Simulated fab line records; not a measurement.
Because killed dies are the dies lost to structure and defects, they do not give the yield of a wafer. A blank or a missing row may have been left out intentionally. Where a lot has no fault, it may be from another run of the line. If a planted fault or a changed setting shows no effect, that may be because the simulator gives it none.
A struck lot beside a sound one | flow n5Finfet | 14 steps out of a route of 1938
Sound: wafers L224.1, L224.3, L224.6. Struck: wafer L215.1 (left out: L215.4, L215.5 of the same lot, which were not struck); the cause appears at the end.
Order at every step that has rows: each side's tool, ch and its chambers, its first start. Under that, the readings that differ: sound wafers | struck wafers | difference of the means | sigmas: that difference in standard deviations of wafers without a fault.
alike: readings whose means differ by less than 2 such deviations, and words and numbers that are the same on both sides. not compared: withheld readings, readings that some wafer has no value for, bounds like >300 that may hide the same value, and numbers for which the record gives no deviation and whose values overlap.
Wherever a step has rows on one side only, a row that says differs or no value, or a row with sigmas, the two part there. Numbers that don't overlap but have no deviation are shown without sigmas and don't part them. A reading missing from all wafers of one side parts the sides only when that side holds two or more wafers.

first, 7 steps without rows for these wafers: N5_HKMG_FIN_COAT_30 (time 60 s, resist thk 35 nm); N5_HKMG_FIN_COAT_06 (resist thk 90 nm); N5_HKMG_FIN_EBR_08; N5_HKMG_FIN_SOFTBAKE_07 (time 60 s); N5_HKMG_FIN_EXPOSE_09 (exposes mask NWFM); N5_HKMG_FIN_PEB_10 (peb time 60 s); N5_HKMG_FIN_DEVELOP_11 (develop time 30 s).
N5_HKMG_FIN_CD_MEAS_12: target cd 92.8 nm.
  sound on cdSem-01 ch 0, day 9 19:55; struck on cdSem-02 ch 0, day 7 11:14
  alike: cdNm
N5_HKMG_FIN_OVL_MEAS_13:
  sound on overlay-02 ch 0, day 9 19:56; struck on overlay-02 ch 0, day 7 11:16
  alike: NWFM_OVL
N5_HKMG_FIN_INSPECT_14: inspects for defects (macro).
  struck on defectInspect-02, day 7 11:17; sound on defectInspect-01, day 9 19:58
reading        | sound | struck | difference | sigmas
rawDefectCount | 2 1 0 | 7      | +6         | +4
N5_HKMG_FIN_DESCUM_17: chemistry O2, time 7.9 s.
  sound on rieDiel-06 ch 0,2,3, day 9 20:01; struck on rieDiel-04 ch 2, day 7 11:19
  alike: drypumpMotorCurrentA, oesProductAu, rfVppV, showerheadPlenumPTorr, throttleValvePct
  not compared: rfHoursCounterH
N5_HKMG_FIN_ETCH_31: etches SiARC in CF4, target depth 45.5 nm, time 75.8 s.
  sound on rieDiel-06 ch 0,2,3, day 9 20:03; struck on rieDiel-04 ch 2, day 7 11:21
reading             | sound          | struck | difference | sigmas
etchRfOnTimeS (s)   | 74.7 76.3 76.6 | 72.4   | -3.5       | -2
oesProductAu (a.u.) | 0.61 0.60 0.71 | 0.80   | +0.16      | +2
  alike: drypumpMotorCurrentA, rfVppV, showerheadPlenumPTorr, throttleValvePct
  not compared: rfHoursCounterH
N5_HKMG_FIN_ETCH_32: etches SOC in N2/H2, target depth 240 nm, time 300 s.
  sound on rieDiel-06 ch 0,2,3, day 9 20:07; struck on rieDiel-04 ch 2, day 7 11:25
reading                                    | sound             | struck | difference | sigmas
oesProductAu (a.u.)                        | 0.71 0.70 0.84    | 1.16   | +0.41      | +5
model.HKMG_FIN.featureDepthNm (nm)         | 242.2 234 239.2   | 349.8  | +111.3     | 
model.etch.depthNm (nm)                    | 242.1 234.1 239.1 | 349.8  | +111.4     | 
model.SiARC_of_HKMG_FIN_COAT_30.thkNm (nm) | 21 21.6 21.4      | 14.8   | -6.5       | 
  alike: drypumpMotorCurrentA, rfVppV, showerheadPlenumPTorr, throttleValvePct
  not compared: rfHoursCounterH
then, 1 step without rows for these wafers: N5_HKMG_FIN_STRIP_33 (strips in N2/H2).

## WHERE THEY PART
At N5_HKMG_FIN_INSPECT_14 first; at N5_HKMG_FIN_ETCH_32 last (within this record only).

WHY: the cause the simulator had injected
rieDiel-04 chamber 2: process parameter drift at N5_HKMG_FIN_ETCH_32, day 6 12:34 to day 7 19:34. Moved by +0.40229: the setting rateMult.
